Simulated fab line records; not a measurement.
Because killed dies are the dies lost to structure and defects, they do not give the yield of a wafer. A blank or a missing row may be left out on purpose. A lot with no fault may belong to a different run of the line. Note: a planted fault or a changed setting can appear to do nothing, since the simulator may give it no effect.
What tool caused it? | flow n5Finfet | 60 wafers from 20 lots sampled at 6 of the route's 1938 steps

== WHAT THE GAUGES SHOWED, per wafer ==
No reading from a measuring or inspecting step in the record can be judged against a usual standard deviation.

== WHAT TOOL EACH LOT RAN ON (gives the tool, then ch and the chambers of the sampled wafers, and finally the start) ==
lot  | N5_BEOL_M0_SAQP_MANDREL1_REMOVE_100 | N5_BEOL_M0_SAQP_ETCH_73           | N5_BEOL_M0_SAQP_ALD_48           | N5_BEOL_M0_CUTY_DESCUM_61         | N5_BEOL_M0_TRENCH_ETCH_107        | N5_BEOL_M0_ANNEAL_133
L075 | rieSi-06 ch 0,1,2, day 5 16:09      | rieDiel-01 ch 0,2, day 5 18:49    | aldSin-02 ch 1,3, day 5 19:19    | rieDiel-06 ch 0,2,3, day 5 20:34  | rieDiel-04 ch 0,1,2, day 6 01:31  | pvdSputter-01, day 6 02:41
L074 | rieSi-06 ch 2,3, day 5 19:28        | rieDiel-05 ch 1,3, day 5 22:03    | aldSin-02 ch 0,2, day 5 22:23    | rieDiel-02 ch 1,3, day 5 23:33    | rieDiel-02 ch 0,2, day 6 01:34    | pvdSputter-03, day 6 04:40
L076 | rieSi-06 ch 1,2,3, day 5 22:10      | rieDiel-01 ch 0,1,3, day 6 01:37  | aldSin-01 ch 1,2, day 6 01:52    | rieDiel-02 ch 0,1, day 6 02:58    | rieDiel-02 ch 0,1,3, day 6 04:27  | pvdSputter-03, day 6 06:16
L077 | rieSi-02 ch 1,2, day 6 11:05        | rieDiel-01 ch 1,2,3, day 6 13:34  | aldSin-01 ch 2,3, day 6 13:47    | rieDiel-04 ch 2,3, day 6 14:56    | rieDiel-04 ch 0,1,2, day 6 15:53  | pvdSputter-01, day 6 18:59
L078 | rieSi-06 ch 2,3, day 6 18:34        | rieDiel-05 ch 1,3, day 6 21:10    | aldSin-04 ch 0,2,3, day 6 21:25  | rieDiel-06 ch 2,3, day 6 22:23    | rieDiel-04 ch 0,2,3, day 6 23:38  | pvdSputter-02, day 7 01:43
L079 | rieSi-06 ch 2,3, day 6 22:52        | rieDiel-01 ch 0,2,3, day 7 01:53  | aldSin-04 ch 0,1,3, day 7 02:17  | rieDiel-06 ch 0,3, day 7 03:23    | rieDiel-02 ch 0,1, day 7 04:22    | pvdSputter-02, day 7 06:21
L080 | rieSi-02 ch 0,3, day 7 02:14        | rieDiel-05 ch 1,2, day 7 06:53    | aldSin-04 ch 0,1,2, day 7 08:10  | rieDiel-06 ch 0,1, day 7 09:17    | rieDiel-02 ch 0,1, day 7 10:13    | pvdSputter-02, day 7 12:36
L083 | rieSi-06 ch 0,1, day 7 21:41        | rieDiel-03 ch 1,2,3, day 8 00:11  | aldSin-01 ch 0,1,3, day 8 00:25  | rieDiel-04 ch 0,1,2, day 8 01:31  | rieDiel-04 ch 1,2,3, day 8 03:09  | pvdSputter-02, day 8 05:12
L084 | rieSi-05 ch 1,2,3, day 8 01:10      | rieDiel-05 ch 1,2,3, day 8 03:38  | aldSin-04 ch 0,1,2, day 8 03:52  | rieDiel-06 ch 0,2,3, day 8 05:01  | rieDiel-04 ch 1,2,3, day 8 06:09  | pvdSputter-02, day 8 08:56
L085 | rieSi-05 ch 0,2,3, day 8 11:42      | rieDiel-05 ch 0,1,3, day 8 16:59  | aldSin-02 ch 0,2,3, day 8 17:13  | rieDiel-06 ch 2,3, day 8 18:13    | rieDiel-04 ch 0,1,2, day 8 19:29  | pvdSputter-01, day 8 22:34
L086 | rieSi-06 ch 0,2, day 8 18:52        | rieDiel-01 ch 0,1, day 8 23:45    | aldSin-02 ch 0,2,3, day 8 23:59  | rieDiel-02 ch 0,2, day 9 01:05    | rieDiel-06 ch 0,1,2, day 9 03:24  | pvdSputter-03, day 9 05:16
L087 | rieSi-02 ch 0,1,3, day 8 23:28      | rieDiel-03 ch 0,2,3, day 9 02:09  | aldSin-04 ch 1,2, day 9 02:39    | rieDiel-02 ch 0,1,2, day 9 03:52  | rieDiel-04 ch 0,1, day 9 04:42    | pvdSputter-01, day 9 07:45
L088 | rieSi-02 ch 1,2,3, day 9 02:22      | rieDiel-05 ch 1,2,3, day 9 05:25  | aldSin-01 ch 0,1,2, day 9 05:38  | rieDiel-06 ch 0,1,2, day 9 06:45  | rieDiel-02 ch 0,2,3, day 9 07:47  | pvdSputter-02, day 9 10:43
L091 | rieSi-05 ch 1,2,3, day 9 21:45      | rieDiel-01 ch 0,1,2, day 10 00:16 | aldSin-01 ch 0,1, day 10 00:30   | rieDiel-04 ch 0,1,2, day 10 01:52 | rieDiel-06 ch 2,3, day 10 04:01   | pvdSputter-01, day 10 05:34
L092 | rieSi-05 ch 1,2,3, day 10 05:04     | rieDiel-05 ch 0,1,3, day 10 07:35 | aldSin-01 ch 1,3, day 10 07:49   | rieDiel-04 ch 0,1, day 10 09:35   | rieDiel-04 ch 0,1,2, day 10 11:52 | pvdSputter-02, day 10 13:47
L093 | rieSi-02 ch 0,2,3, day 10 19:10     | rieDiel-05 ch 1,3, day 10 21:36   | aldSin-01 ch 0,1,2, day 10 21:50 | rieDiel-04 ch 1,2,3, day 11 00:32 | rieDiel-06 ch 0,2, day 11 03:31   | pvdSputter-03, day 11 07:48
L094 | rieSi-06 ch 0,1, day 10 21:31       | rieDiel-05 ch 2,3, day 11 00:16   | aldSin-04 ch 0,2,3, day 11 00:38 | rieDiel-06 ch 0,1, day 11 02:59   | rieDiel-04 ch 0,2,3, day 11 10:12 | pvdSputter-01, day 11 13:07
L095 | rieSi-05 ch 0,1,3, day 10 23:20     | rieDiel-03 ch 0,1,2, day 11 02:08 | aldSin-04 ch 0,1,2, day 11 02:22 | rieDiel-04 ch 1,2,3, day 11 03:56 | rieDiel-06 ch 0,1,2, day 11 09:58 | pvdSputter-03, day 11 11:28
L096 | rieSi-02 ch 0,2, day 11 05:00       | rieDiel-05 ch 0,3, day 11 07:47   | aldSin-01 ch 0,2,3, day 11 08:01 | rieDiel-04 ch 0,2, day 11 09:02   | rieDiel-02 ch 0,1,3, day 11 13:40 | pvdSputter-02, day 11 15:32
L097 | rieSi-02 ch 0,1,3, day 11 10:01     | rieDiel-01 ch 0,1, day 11 12:37   | aldSin-04 ch 0,1, day 11 13:09   | rieDiel-06 ch 1,2, day 11 14:16   | rieDiel-04 ch 0,2,3, day 11 14:57 | pvdSputter-02, day 11 16:32
- N5_BEOL_M0_SAQP_MANDREL1_REMOVE_100: chemistry HBr/Cl2/O2, target a-Si, stops on SiNx, bt time 10 s.
- N5_BEOL_M0_SAQP_ETCH_73: etches SiARC in CF4, target depth 19.5 nm, time 32.5 s.
- N5_BEOL_M0_SAQP_ALD_48: deposits SiO2, target thk 20 nm, pulse time 1 s, co reactant pulse time 1 s.
- N5_BEOL_M0_CUTY_DESCUM_61: chemistry O2, time 7.9 s.
- N5_BEOL_M0_TRENCH_ETCH_107: etches SiOC in C4F6/O2, target depth 32.8 nm, time 16.4 s.
- N5_BEOL_M0_ANNEAL_133: time 60 s.

== AS READ BY THE TOOLS THEMSELVES (means over the sampled wafers that have a number; for cases with no such wafer, the mark the record gives instead) ==
N5_BEOL_M0_SAQP_MANDREL1_REMOVE_100. Usual: biasW 30.00 W, standard deviation 0.085; drypumpMotorCurrentA 5.7 A, standard deviation 0.51; oesProductAu 0.992 a.u., standard deviation 0.012; throttleValvePct 36.7 %, standard deviation 0.34.
lot  | tool     | biasW (W) | drypumpMotorCurrentA (A) | oesProductAu (a.u.) | throttleValvePct (%) | flag
L075 | rieSi-06 | 30.06     | 6.2                      | 0.989               | 36.6                 | 
L074 | rieSi-06 | 30.03     | 6.3                      | 0.983               | 36.4                 | 
L076 | rieSi-06 | 30.00     | 5.9                      | 0.992               | 36.5                 | 
L077 | rieSi-02 | 29.95     | 5.3                      | 0.995               | 37.0                 | 
L078 | rieSi-06 | 30.05     | 6.3                      | 0.987               | 36.4                 | 
L079 | rieSi-06 | 29.99     | 6.0                      | 0.982               | 36.3                 | 
L080 | rieSi-02 | 29.98     | 5.8                      | 0.980               | 36.5                 | 
L083 | rieSi-06 | 30.04     | 6.3                      | 0.997               | 36.7                 | 
L084 | rieSi-05 | 29.96     | 5.3                      | 0.983               | 36.7                 | 
L085 | rieSi-05 | 29.98     | 5.4                      | 0.990               | 37.0                 | 
L086 | rieSi-06 | 30.05     | 6.5                      | 0.990               | 36.6                 | 
L087 | rieSi-02 | 30.11     | 5.7                      | 0.989               | 36.7                 | 
L088 | rieSi-02 | 29.99     | 5.5                      | 0.993               | 36.9                 | 
L091 | rieSi-05 | 29.97     | 5.3                      | 0.993               | 36.7                 | 
L092 | rieSi-05 | 29.90     | 5.3                      | 0.988               | 36.7                 | 
L093 | rieSi-02 | 29.97     | 5.6                      | 0.990               | 36.6                 | 
L094 | rieSi-06 | 29.99     | 5.9                      | 0.989               | 36.7                 | 
L095 | rieSi-05 | 30.00     | 5.7                      | 0.995               | 37.0                 | 
L096 | rieSi-02 | 30.03     | 5.4                      | 0.996               | 36.7                 | 
L097 | rieSi-02 | 29.91     | 5.7                      | 0.996               | 36.6                 | 

N5_BEOL_M0_SAQP_ETCH_73. Usual: biasW 36.01 W, standard deviation 0.11; drypumpMotorCurrentA 5.7 A, standard deviation 0.38; etchRfOnTimeS 32.2 s, standard deviation 0.54; oesProductAu 0.68 a.u., standard deviation 0.065; rfVppV 184.2 V, standard deviation 1; showerheadPlenumPTorr 2.15 Torr, standard deviation 0.038; throttleValvePct 15.6 %, standard deviation 0.33.
lot  | tool       | biasW (W) | drypumpMotorCurrentA (A) | etchRfOnTimeS (s) | oesProductAu (a.u.) | rfVppV (V) | showerheadPlenumPTorr (Torr) | throttleValvePct (%) | flag
L075 | rieDiel-01 | 35.98     | 5.7                      | 32.1              | 0.73                | 183.8      | 2.12                         | 15.4                 | 
L074 | rieDiel-05 | 35.96     | 5.7                      | 32.0              | 0.67                | 183.4      | 2.15                         | 16.0                 | 
L076 | rieDiel-01 | 36.00     | 5.5                      | 32.0              | 0.67                | 184.6      | 2.18                         | 15.6                 | 
L077 | rieDiel-01 | 36.03     | 5.6                      | 32.0              | 0.69                | 183.6      | 2.16                         | 15.5                 | 
L078 | rieDiel-05 | 35.95     | 5.9                      | 32.6              | 0.68                | 185.1      | 2.16                         | 15.9                 | 
L079 | rieDiel-01 | 35.94     | 5.5                      | 32.0              | 0.67                | 184.9      | 2.15                         | 15.5                 | 
L080 | rieDiel-05 | 35.92     | 5.4                      | 31.8              | 0.75                | 185.0      | 2.18                         | 15.3                 | 
L083 | rieDiel-03 | 35.92     | 5.9                      | 32.3              | 0.69                | 184.1      | 2.19                         | 15.5                 | 
L084 | rieDiel-05 | 35.95     | 5.5                      | 31.8              | 0.71                | 185.0      | 2.16                         | 15.7                 | 
L085 | rieDiel-05 | 35.90     | 5.8                      | 32.5              | 0.64                | 184.1      | 2.14                         | 16.0                 | 
L086 | rieDiel-01 | 36.03     | 5.7                      | 32.6              | 0.69                | 183.6      | 2.16                         | 15.5                 | 
L087 | rieDiel-03 | 36.02     | 6.0                      | 32.6              | 0.69                | 184.1      | 2.13                         | 15.5                 | 
L088 | rieDiel-05 | 36.12     | 5.5                      | 31.7              | 0.70                | 185.3      | 2.16                         | 15.7                 | 
L091 | rieDiel-01 | 35.94     | 5.7                      | 32.2              | 0.69                | 183.5      | 2.13                         | 15.5                 | 
L092 | rieDiel-05 | 36.09     | 5.8                      | 32.4              | 0.63                | 183.8      | 2.13                         | 16.0                 | 
L093 | rieDiel-05 | 36.07     | 5.7                      | 32.5              | 0.64                | 183.2      | 2.14                         | 16.0                 | 
L094 | rieDiel-05 | 36.10     | 5.3                      | 31.7              | 0.67                | 184.2      | 2.15                         | 15.7                 | 
L095 | rieDiel-03 | 36.01     | 6.0                      | 32.3              | 0.64                | 183.9      | 2.14                         | 15.5                 | 
L096 | rieDiel-05 | 36.16     | 5.6                      | 32.2              | 0.60                | 183.7      | 2.12                         | 16.0                 | 
L097 | rieDiel-01 | 36.03     | 5.7                      | 32.3              | 0.68                | 184.6      | 2.15                         | 15.6                 | 

N5_BEOL_M0_SAQP_ALD_48. Usual: heaterPowerW 79 W, standard deviation 7.7; precursorPulseHeightRel 0.999, standard deviation 0.02.
lot  | tool      | heaterPowerW (W) | precursorPulseHeightRel | flag
L075 | aldSin-02 | 75               | 1.000                   | 
L074 | aldSin-02 | 71               | 1.006                   | 
L076 | aldSin-01 | 72               | 0.992                   | 
L077 | aldSin-01 | 80               | 0.997                   | 
L078 | aldSin-04 | 78               | 1.005                   | 
L079 | aldSin-04 | 81               | 1.002                   | 
L080 | aldSin-04 | 82               | 0.996                   | 
L083 | aldSin-01 | 78               | 1.008                   | 
L084 | aldSin-04 | 80               | 0.988                   | 
L085 | aldSin-02 | 72               | 0.999                   | 
L086 | aldSin-02 | 71               | 1.004                   | 
L087 | aldSin-04 | 87               | 1.008                   | 
L088 | aldSin-01 | 75               | 0.992                   | 
L091 | aldSin-01 | 75               | 0.997                   | 
L092 | aldSin-01 | 76               | 0.999                   | 
L093 | aldSin-01 | 75               | 0.998                   | 
L094 | aldSin-04 | 80               | 0.987                   | 
L095 | aldSin-04 | 82               | 0.984                   | 
L096 | aldSin-01 | 81               | 1.016                   | 
L097 | aldSin-04 | 83               | 1.010                   | 

N5_BEOL_M0_CUTY_DESCUM_61. Usual: drypumpMotorCurrentA 5.6 A, standard deviation 0.51; o2FlowSccm 225.0 sccm, standard deviation 0.66; oesProductAu 0.81 a.u., standard deviation 0.086; rfVppV 243.2 V, standard deviation 1.1; showerheadPlenumPTorr 2.10 Torr, standard deviation 0.05; throttleValvePct 20.34 %, standard deviation 0.21.
lot  | tool       | drypumpMotorCurrentA (A) | o2FlowSccm (sccm) | oesProductAu (a.u.) | rfVppV (V) | showerheadPlenumPTorr (Torr) | throttleValvePct (%) | flag
L075 | rieDiel-06 | 5.6                      | 224.8             | 0.78                | 242.5      | 2.06                         | 20.38                | 
L074 | rieDiel-02 | 6.4                      | 224.3             | 0.97                | 242.9      | 2.12                         | 20.20                | 
L076 | rieDiel-02 | 6.1                      | 225.2             | 0.88                | 242.2      | 2.03                         | 20.38                | 
L077 | rieDiel-04 | 5.4                      | 225.4             | 0.85                | 243.8      | 2.11                         | 20.28                | 
L078 | rieDiel-06 | 5.7                      | 225.2             | 0.83                | 243.4      | 2.06                         | 20.41                | 
L079 | rieDiel-06 | 5.5                      | 224.6             | 0.72                | 243.4      | 2.07                         | 20.40                | 
L080 | rieDiel-06 | 5.6                      | 224.9             | 0.79                | 243.9      | 2.09                         | 20.34                | 
L083 | rieDiel-04 | 5.6                      | 225.1             | 0.83                | 242.8      | 2.11                         | 20.20                | 
L084 | rieDiel-06 | 5.6                      | 225.0             | 0.76                | 242.3      | 2.06                         | 20.41                | 
L085 | rieDiel-06 | 5.7                      | 225.2             | 0.80                | 242.6      | 2.05                         | 20.44                | 
L086 | rieDiel-02 | 5.0                      | 224.8             | 0.90                | 244.3      | 2.19                         | 20.38                | 
L087 | rieDiel-02 | 5.5                      | 224.9             | 0.88                | 243.5      | 2.13                         | 20.39                | 
L088 | rieDiel-06 | 5.7                      | 224.9             | 0.81                | 243.8      | 2.08                         | 20.37                | 
L091 | rieDiel-04 | 5.6                      | 224.9             | 0.80                | 242.9      | 2.10                         | 20.21                | 
L092 | rieDiel-04 | 6.0                      | 225.2             | 0.78                | 242.2      | 2.10                         | 20.16                | 
L093 | rieDiel-04 | 5.4                      | 224.8             | 0.78                | 243.5      | 2.09                         | 20.39                | 
L094 | rieDiel-06 | 5.6                      | 224.8             | 0.76                | 242.3      | 2.08                         | 20.38                | 
L095 | rieDiel-04 | 5.4                      | 224.9             | 0.77                | 243.8      | 2.09                         | 20.39                | 
L096 | rieDiel-04 | 5.9                      | 224.6             | 0.82                | 244.4      | 2.12                         | 20.01                | 
L097 | rieDiel-06 | 5.8                      | 224.8             | 0.83                | 242.4      | 2.06                         | 20.42                | 

N5_BEOL_M0_TRENCH_ETCH_107. Usual: biasW 184.9 W, standard deviation 0.55; drypumpMotorCurrentA 5.6 A, standard deviation 0.53; oes_f_703_au 0.82 a.u., standard deviation 0.081; oesProductAu 0.82 a.u., standard deviation 0.087; rfVppV 664 V, standard deviation 6.7; showerheadPlenumPTorr 2.86 Torr, standard deviation 0.076; throttleValvePct 20.78 %, standard deviation 0.2.
lot  | tool       | biasW (W) | drypumpMotorCurrentA (A) | oes_f_703_au (a.u.) | oesProductAu (a.u.) | rfVppV (V) | showerheadPlenumPTorr (Torr) | throttleValvePct (%) | flag
L075 | rieDiel-04 | 185.0     | 5.6                      | 0.85                | 0.85                | 667        | 2.88                         | 20.63                | 
L074 | rieDiel-02 | 184.9     | 5.0                      | 0.72                | 0.73                | 656        | 2.76                         | 21.08                | 
L076 | rieDiel-02 | 185.2     | 5.9                      | 0.85                | 0.85                | 661        | 2.84                         | 20.76                | 
L077 | rieDiel-04 | 185.1     | 5.7                      | 0.84                | 0.85                | 666        | 2.88                         | 20.64                | 
L078 | rieDiel-04 | 185.0     | 5.6                      | 0.86                | 0.86                | 670        | 2.90                         | 20.64                | 
L079 | rieDiel-02 | 184.6     | 6.1                      | 0.85                | 0.87                | 654        | 2.75                         | 20.79                | 
L080 | rieDiel-02 | 185.1     | 6.1                      | 0.85                | 0.86                | 655        | 2.75                         | 20.79                | 
L083 | rieDiel-04 | 184.9     | 5.4                      | 0.81                | 0.81                | 665        | 2.86                         | 20.82                | 
L084 | rieDiel-04 | 185.5     | 5.4                      | 0.81                | 0.81                | 665        | 2.86                         | 20.83                | 
L085 | rieDiel-04 | 185.0     | 5.6                      | 0.82                | 0.82                | 666        | 2.87                         | 20.66                | 
L086 | rieDiel-06 | 184.6     | 5.7                      | 0.81                | 0.82                | 664        | 2.84                         | 20.84                | 
L087 | rieDiel-04 | 185.0     | 6.0                      | 0.79                | 0.79                | 670        | 2.87                         | 20.60                | 
L088 | rieDiel-02 | 185.1     | 5.3                      | 0.87                | 0.86                | 666        | 2.96                         | 20.79                | 
L091 | rieDiel-06 | 184.8     | 5.4                      | 0.75                | 0.74                | 660        | 2.79                         | 20.97                | 
L092 | rieDiel-04 | 185.1     | 5.6                      | 0.80                | 0.80                | 666        | 2.87                         | 20.69                | 
L093 | rieDiel-06 | 185.1     | 6.0                      | 0.77                | 0.78                | 663        | 2.79                         | 20.87                | 
L094 | rieDiel-04 | 184.8     | 5.6                      | 0.81                | 0.81                | 670        | 2.88                         | 20.69                | 
L095 | rieDiel-06 | 184.5     | 5.8                      | 0.78                | 0.79                | 664        | 2.82                         | 20.87                | 
L096 | rieDiel-02 | 185.0     | 5.9                      | 0.88                | 0.89                | 664        | 2.93                         | 20.69                | 
L097 | rieDiel-04 | 184.8     | 5.6                      | 0.81                | 0.82                | 671        | 2.88                         | 20.69                | 

N5_BEOL_M0_ANNEAL_133. Usual: heaterPowerW 850 W, standard deviation 110; susceptor_temp_C_max 401.0, standard deviation 0.45.
lot  | tool          | heaterPowerW (W) | susceptor_temp_C_max | flag
L075 | pvdSputter-01 | 898              | 401.3                | 
L074 | pvdSputter-03 | 809              | 401.1                | 
L076 | pvdSputter-03 | 769              | 401.1                | 
L077 | pvdSputter-01 | 858              | 401.2                | 
L078 | pvdSputter-02 | 823              | 400.8                | 
L079 | pvdSputter-02 | 765              | 400.9                | 
L080 | pvdSputter-02 | 826              | 400.9                | 
L083 | pvdSputter-02 | 919              | 401.4                | 
L084 | pvdSputter-02 | 839              | 400.9                | 
L085 | pvdSputter-01 | 922              | 401.1                | 
L086 | pvdSputter-03 | 731              | 401.2                | 
L087 | pvdSputter-01 | 883              | 400.9                | 
L088 | pvdSputter-02 | 938              | 401.3                | 
L091 | pvdSputter-01 | 812              | 401.0                | 
L092 | pvdSputter-02 | 791              | 401.0                | 
L093 | pvdSputter-03 | 828              | 401.1                | 
L094 | pvdSputter-01 | 946              | 401.5                | 
L095 | pvdSputter-03 | 786              | 401.0                | 
L096 | pvdSputter-02 | 852              | 401.1                | 
L097 | pvdSputter-02 | 833              | 400.7                | 

== THE ANSWER, worked out from the rows above alone ==
Rule: take the mean of a lot's wafers that have a number; if it is more than 3 standard deviations from the usual mean, the lot is off. Also off: a lot with no number at a reading for which 4 or more lots have one. Any other lot the step has rows for is counted as sound. The gauges are gone through in route order, then the tools' own readings, and for those a lot's mean is taken as printed above. The first step at which some lot is off is used, and at that step the reading that is off furthest; a lot without a number counts as furthest.
None of the lots is off at any reading shown; this tells nothing.

== WHAT HAD BEEN PUT IN BY THE SIMULATOR ==
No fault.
